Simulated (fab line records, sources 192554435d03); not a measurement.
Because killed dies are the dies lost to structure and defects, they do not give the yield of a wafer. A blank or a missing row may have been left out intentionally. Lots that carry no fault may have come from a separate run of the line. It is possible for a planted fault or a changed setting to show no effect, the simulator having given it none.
Which tool was responsible? -- flow n5 finfet -- 9 lots, 27 wafers sampled, at 3 steps of a route of 1938

## WHAT THE GAUGES SHOWED, per wafer
N5_BEOL_M4_RC_MEAS_101. Usual: DIBL_N 35.8 mV/V, standard deviation 1.8; DIBL_P 35.6 mV/V, standard deviation 2; IOFF_N 0.148 nA/um, standard deviation 0.028; IOFF_P 0.20 nA/um, standard deviation 0.034; ION_N 672 uA/um, standard deviation 12; ION_P 462 uA/um, standard deviation 8.5; SS_N 71.2 mV/dec, standard deviation 0.65; SS_P 73.1 mV/dec, standard deviation 0.67; VT_N 251 mV, standard deviation 3.3; VT_P -251 mV, standard deviation 3.8.
lot,measured,on,DIBL_N (mV/V),DIBL_P (mV/V),IOFF_N (nA/um),IOFF_P (nA/um),ION_N (uA/um),ION_P (uA/um),SS_N (mV/dec),SS_P (mV/dec),VT_N (mV),VT_P (mV),flag
L722,day 9 00:37,prober-01,36.3 36.9 38.3,34.1 34.5 36.7,0.138 0.141 0.175,0.20 0.21 0.24,662 675 677,464 469 468,71.5 70.9 71.1,73.2 73.8 73.7,253 253 247,-248 -248 -248,
L723,day 9 07:14,prober-01,36.3 35.4 36.7,37.7 38.2 37.9,0.161 0.152 0.165,0.19 0.20 0.19,686 674 671,464 463 461,71.5 71.5 71.0,72.9 72.6 73.1,250 252 250,-256 -254 -256,
L725,day 9 11:45,prober-02,33.2 34.2 34.0,32.1 33.6 32.3,0.111 0.129 0.116,0.16 0.19 0.16,667 674 655,459 467 453,70.4 70.5 70.5,72.0 72.8 72.6,254 250 254,-256 -250 -253,
L727,day 9 12:13,prober-01,33.9 36.2 36.4,31.6 35.5 35.4,0.107 0.157 0.153,0.17 0.23 0.22,652 682 667,459 474 462,70.5 71.4 71.6,72.6 73.2 73.1,255 250 250,-251 -246 -247,
L729,day 10 05:30,prober-01,38.0 34.9 33.6,37.4 34.3 32.3,0.178 0.117 0.105,0.21 0.17 0.14,676 656 661,456 454 450,71.5 71.0 69.8,73.8 73.0 72.1,252 255 255,-254 -252 -256,
L737,day 12 03:19,prober-01,38.5 35.8 35.6,39.8 34.5 36.1,0.191 0.137 0.146,0.25 0.17 0.18,679 663 683,463 454 466,72.1 71.6 71.5,73.7 73.0 73.1,248 252 251,-248 -252 -255,
L738,day 12 09:55,prober-02,36.9 36.9 35.5,35.4 36.1 35.7,0.152 0.153 0.140,0.17 0.18 0.18,679 675 682,453 451 465,70.9 71.9 71.0,73.3 72.9 73.2,251 252 251,-255 -254 -252,
L739,day 12 19:14,prober-02,36.4 39.3 37.4,33.2 36.0 35.8,0.145 0.208 0.170,0.16 0.19 0.20,671 659 685,454 443 459,71.8 72.7 71.3,73.0 73.9 73.8,253 249 249,-257 -253 -250,
L740,day 13 02:19,prober-01,38.6 37.8 38.0,41.2 39.5 39.9,0.200 0.181 0.183,0.27 0.24 0.25,678 684 682,464 462 472,72.5 71.2 72.0,74.2 73.9 74.1,245 247 250,-247 -249 -247,

N5_BEOL_M13_INSPECT_12: inspects for defects (macro). Usual: raw defect count 2.1, standard deviation 1.3.
lot,measured,on,raw defect count,flag
L722,day 11 16:50,defect inspect-01,3 5 2,
L723,day 12 07:50,defect inspect-02,3 4 1,
L725,day 12 02:08,defect inspect-02,3 3 3,
L727,day 12 08:09,defect inspect-01,0 1 4,
L729,day 13 03:40,defect inspect-01,3 1 2,
L737,day 15 00:53,defect inspect-02,3 2 2,
L738,day 15 07:41,defect inspect-01,3 3 3,
L739,day 15 14:08,defect inspect-02,4 2 2,
L740,day 15 15:38,defect inspect-01,2 4 2,

N5_BEOL_M13_CD_MEAS_17: target cd 190 nm. Usual: cd nm 189.4 nm, standard deviation 2.
lot,measured,on,cd nm (nm),flag
L722,day 11 17:37,cd sem-03,188.9 188.4 187.9,
L723,day 12 08:23,cd sem-02,186.1 187.5 189.7,
L725,day 12 02:46,cd sem-02,189.9 189.9 192.5,
L727,day 12 08:43,cd sem-02,188.4 189.7 189.3,
L729,day 13 04:14,cd sem-02,185.4 186.5 186.5,
L737,day 15 01:27,cd sem-01,187.8 190.5 190.3,
L738,day 15 08:15,cd sem-01,189.6 190.3 187.6,
L739,day 15 14:46,cd sem-02,187.2 185.0 186.7,
L740,day 15 16:13,cd sem-01,185.4 188.4 186.6,

## WHAT TOOL EACH LOT RAN ON (gives the tool, then ch and the chambers of the sampled wafers, and finally the start)
No process step before these readings appears in the record.

## WHAT THE TOOLS THEMSELVES READ (means of the sampled wafers that have a number; where no wafer has one, the mark that the record gives instead)
The record holds no such reading with a usual standard deviation.

## THE ANSWER, worked out from the rows above alone
Rule: take the mean of a lot's wafers that have a number; if it is more than 3 standard deviations from the usual mean, the lot is off. Also off: a lot with no number at a reading for which 4 or more lots have one. Any other lot the step has rows for is counted as sound. After the gauges, taken in route order, come the tools' own readings; for these a lot's mean is taken, as printed above. The first step at which some lot is off is used, and at that step the reading that is off furthest; a lot without a number counts as furthest.
No lot is off on any of the readings shown, so nothing can be concluded from this.

## WHAT THE SIMULATOR HAD INSERTED
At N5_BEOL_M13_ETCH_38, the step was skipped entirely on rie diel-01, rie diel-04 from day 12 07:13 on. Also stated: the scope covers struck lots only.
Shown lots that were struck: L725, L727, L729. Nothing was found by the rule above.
